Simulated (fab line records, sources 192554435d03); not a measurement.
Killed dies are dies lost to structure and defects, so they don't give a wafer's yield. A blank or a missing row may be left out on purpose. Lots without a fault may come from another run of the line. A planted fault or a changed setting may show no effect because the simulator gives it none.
Chamber matching | flow n5_finfet | N5_FIN_SAQP_PECVD_47 on pecvd-03: 3 sister chambers
The step deposits a-Si from SiH4/He, target thk 45 nm, time 36.3 s. 14 wafers are shown with their chamber, then 7 later ones without.

WAFERS WITH THEIR CHAMBER
wafer  | chamber | throttle_valve_pct (%) | showerhead_plenum_p_Torr (Torr) | heater_power_w (W)
L074.4 | 2       | 20.3                   | 5.72                            | 789
L074.5 | 0       | 17.6                   | 5.67                            | 936
L074.6 | 1       | 21.1                   | 5.65                            | 924
L075.2 | 2       | 20.0                   | 5.71                            | 792
L075.3 | 0       | 17.6                   | 5.69                            | 995
L075.5 | 2       | 20.1                   | 5.73                            | 788
L078.1 | 2       | 20.1                   | 5.70                            | 782
L078.3 | 0       | 17.9                   | 5.68                            | 934
L078.6 | 2       | 19.9                   | 5.70                            | 773
L079.1 | 0       | 17.6                   | 5.68                            | 948
L079.2 | 1       | 21.0                   | 5.65                            | 806
L079.5 | 0       | 17.5                   | 5.68                            | 946
L081.3 | 1       | 20.9                   | 5.67                            | 915
L081.5 | 2       | 20.0                   | 5.71                            | 725

SIGNATURES (means of the wafers above)
reading                  | chamber 0 | chamber 1 | chamber 2 | scatter within a chamber
throttle_valve_pct       | 17.640    | 21.000    | 20.067    | 0.137
showerhead_plenum_p_Torr | 5.6800    | 5.6567    | 5.7117    | 0.0102
heater_power_w           | 951.80    | 881.67    | 774.83    | 36.1
Rule: a wafer's distance from a chamber is the root of the sum, over the readings, of the square of ((its reading less the chamber's mean) divided by the reading's scatter). The wafer belongs to the nearest chamber; if the next one is less than 2 further off, it can't be placed. The scatter: the root of (the sum of the squares of (reading less its chamber's mean) over the shown wafers, divided by (wafers less chambers)).

WAFERS WITHOUT THEIR CHAMBER
wafer  | throttle_valve_pct (%) | showerhead_plenum_p_Torr (Torr) | heater_power_w (W)
L081.6 | 20.8                   | 5.67                            | 919
L083.3 | 20.7                   | 5.66                            | 959
L083.4 | 20.4                   | 5.71                            | 815
L083.5 | 21.2                   | 5.66                            | 922
L095.1 | 20.0                   | 5.71                            | 794
L095.4 | 18.0                   | 5.68                            | 904
L095.5 | 20.1                   | 5.71                            | 800

WHICH CHAMBER EACH WENT THROUGH
wafer  | from the rows above | in truth
L081.6 | 1                   | 1
L083.3 | 1                   | 1
L083.4 | 2                   | 2
L083.5 | 1                   | 1
L095.1 | 2                   | 2
L095.4 | 0                   | 0
L095.5 | 2                   | 2
Placed correctly: 7 of 7. Can't be placed from these rows: 0. Placed wrongly: 0.
